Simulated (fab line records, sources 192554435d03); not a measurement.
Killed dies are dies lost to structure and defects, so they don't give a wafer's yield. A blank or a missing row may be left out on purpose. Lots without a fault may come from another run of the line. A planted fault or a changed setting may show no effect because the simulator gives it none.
Split-lot experiment | flow n5_finfet | 7 lots, 39 wafers read, on a route of 1938 steps

THE SPLIT
At N5_GATE_CUT_HM_DEP_46 (deposits SiO2 from TEOS/O2, target thk 130 nm, time 26.6 s), the setting target_thk_a was moved away from the recipe's 1300 angstrom on 15 of the 39 wafers read, by -13.8% to +5.6%. The other wafers ran this setting at the recipe's value.

FROM THE SPLIT TO THE READING: what the file shows between them, 9 steps
- N5_GATE_CUT_COAT_34: time 60 s, resist thk 60 nm
- N5_GATE_CUT_COAT_35: time 60 s, resist thk 10 nm
- N5_GATE_CUT_STRIP_38: strips in N2/H2
- N5_GATE_CUT_STRIP_39: strips in N2/H2
- N5_GATE_CUT_HM_OPEN_40: chemistry C4F6/O2, target SiO2, target depth 139 nm, time 85.1 s
- N5_GATE_CUT_STRIP_41: strips in CF4
- N5_GATE_CUT_STRIP_42: strips in O2
- N5_GATE_CUT_ALD_22: deposits SiNx, target thk 16 nm, pulse time 1 s, ald cycles 320
- N5_GATE_CUT_CMP_23: polishes, stops on SiO2, t overpolish 23.4 s, target thk 16 nm

THE READING
GC_FILL_THK, in nm, at N5_GATE_CUT_THK_MEAS_24. Fault-free wafers of this fab line usually give 219.7 nm, standard deviation 2.3 nm.

wafer  | tool, chamber at the split | target_thk_a as run, angstrom | against the recipe | GC_FILL_THK, nm | against lot-mates on the recipe
L074.1 | pecvd-01, 0                | 1300                          | recipe             | 219.9           | -
L074.3 | pecvd-01, 1                | 1300                          | recipe             | 222.6           | -
L074.6 | pecvd-01, 0                | 1300                          | recipe             | 226.0           | -
L078.1 | pecvd-03, 0                | 1121                          | -13.8%             | 197.6           | -18.8
L078.2 | pecvd-03, 1                | 1300                          | recipe             | 214.5           | -
L078.3 | pecvd-03, 2                | 1121                          | -13.8%             | 198.7           | -17.7
L078.4 | pecvd-03, 0                | 1300                          | recipe             | 216.9           | -
L078.5 | pecvd-03, 2                | 1300                          | recipe             | 217.7           | -
L078.6 | pecvd-03, 1                | 1121                          | -13.8%             | 198.2           | -18.2
L085.1 | pecvd-02, 1                | 1300                          | recipe             | 219.0           | -
L085.2 | pecvd-02, 2                | 1300                          | recipe             | 220.1           | -
L085.3 | pecvd-02, 0                | 1246                          | -4.2%              | 217.1           | -2.6
L085.4 | pecvd-02, 0                | 1246                          | -4.2%              | 215.4           | -4.3
L085.5 | pecvd-02, 1                | 1246                          | -4.2%              | 216.8           | -2.9
L085.6 | pecvd-02, 2                | 1300                          | recipe             | 220.1           | -
L086.1 | pecvd-01, 2                | 1300                          | recipe             | 219.1           | -
L086.2 | pecvd-01, 0                | 1129                          | -13.2%             | 202.6           | -16.5
L086.3 | pecvd-01, 1                | 1129                          | -13.2%             | 202.4           | -16.7
L086.4 | pecvd-01, 0                | 1129                          | -13.2%             | 201.8           | -17.3
L086.5 | pecvd-01, 2                | 1300                          | recipe             | 219.0           | -
L086.6 | pecvd-01, 1                | 1300                          | recipe             | 219.1           | -
L089.1 | pecvd-02, 1                | 1300                          | recipe             | 217.7           | -
L089.2 | pecvd-02, 0                | 1373                          | +5.6%              | 227.4           | +8.0
L089.3 | pecvd-02, 2                | 1373                          | +5.6%              | 222.8           | +3.4
L089.4 | pecvd-02, 0                | 1300                          | recipe             | 219.0           | -
L089.5 | pecvd-02, 1                | 1373                          | +5.6%              | 226.9           | +7.5
L089.6 | pecvd-02, 2                | 1300                          | recipe             | 221.5           | -
L091.1 | pecvd-03, 0                | 1300                          | recipe             | 220.4           | -
L091.2 | pecvd-03, 2                | 1300                          | recipe             | 218.8           | -
L091.3 | pecvd-03, 1                | 1300                          | recipe             | 215.9           | -
L091.4 | pecvd-03, 1                | 1300                          | recipe             | 217.0           | -
L091.5 | pecvd-03, 2                | 1300                          | recipe             | 219.3           | -
L091.6 | pecvd-03, 0                | 1300                          | recipe             | 219.8           | -
L092.1 | pecvd-01, 2                | 1300                          | recipe             | 217.7           | -
L092.2 | pecvd-01, 0                | 1300                          | recipe             | 217.3           | -
L092.3 | pecvd-01, 1                | 1300                          | recipe             | 213.9           | -
L092.4 | pecvd-01, 1                | 1199                          | -7.8%              | 206.5           | -9.8
L092.5 | pecvd-01, 2                | 1199                          | -7.8%              | 209.0           | -7.3
L092.6 | pecvd-01, 0                | 1199                          | -7.8%              | 206.9           | -9.4

THE FIT
A straight line over all 39 wafers: GC_FILL_THK changes by +1.36 nm for each +1% of target_thk_a; r = +0.95; the points scatter about the line by 2.4 nm.
The same after taking each lot's own level away (the mean of its wafers on the recipe; 39 wafers): +1.25 nm for each +1%; r = +0.98; scatter 1.6 nm.
On that fit, the largest move of target_thk_a shifts the reading by 17 nm.
The lots' own levels span 216.30 to 222.83 nm, that is 2.8 times the standard deviation above.
So the lot-to-lot level changes the slope little: the two slopes agree.
Check: with one of the wafers moved furthest among these (-13.8%) left out of the fit, the line predicts -17 nm for it against its lot-mates. It came out at -18.8 nm against them.

OTHER SPLITS ON THESE WAFERS
These wafers also went through other splits before the reading. Each is held against what the fit with the lots' levels taken away leaves over:
other split on the same wafers  | wafers away from the commonest value | r with GC_FILL_THK (lot level and that fit taken away)
N5_SD_EPI_N_SD_RECESS_17 time_s | 15                                   | +0.30

THE WHOLE CHAIN: every reading that the file lists as answering this split, in the file's order
step                    | what it does                                                     | reading                                                                            | change (the file's fit)                | r (the file's)
N5_GATE_CUT_HM_DEP_46   | deposits SiO2 from TEOS/O2, target thk 130 nm, time 26.6 s       | SiO2_of_GATE_CUT_HM_DEP_46.thk_nm (the simulator's own value, which no gauge read) | +1.27 nm for each +1% of the setting   | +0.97
N5_GATE_CUT_HM_OPEN_40  | chemistry C4F6/O2, target SiO2, target depth 139 nm, time 85.1 s | etch_rf_on_time_s                                                                  | withheld for each +1% of the setting   | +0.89
N5_GATE_CUT_HM_OPEN_40  | chemistry C4F6/O2, target SiO2, target depth 139 nm, time 85.1 s | etch.depth_nm (the simulator's own value, which no gauge read)                     | +1.27 nm for each +1% of the setting   | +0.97
N5_GATE_CUT_HM_OPEN_40  | chemistry C4F6/O2, target SiO2, target depth 139 nm, time 85.1 s | SOC_of_GATE_CUT_COAT_34.thk_nm (the simulator's own value, which no gauge read)    | -0.269 nm for each +1% of the setting  | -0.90
N5_GATE_CUT_THK_MEAS_24 |                                                                  | GC_FILL_THK                                                                        | +1.25 for each +1% of the setting      | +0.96
N5_GATE_CUT_CMP_43      | polishes SiO2                                                    | SiO2_of_GATE_CUT_HM_DEP_46.thk_nm (the simulator's own value, which no gauge read) | +0.0611 nm for each +1% of the setting | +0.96

THE FILE'S OWN FIT
GC_FILL_THK changes by +1.25 nm for each +1% of target_thk_a, r = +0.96.
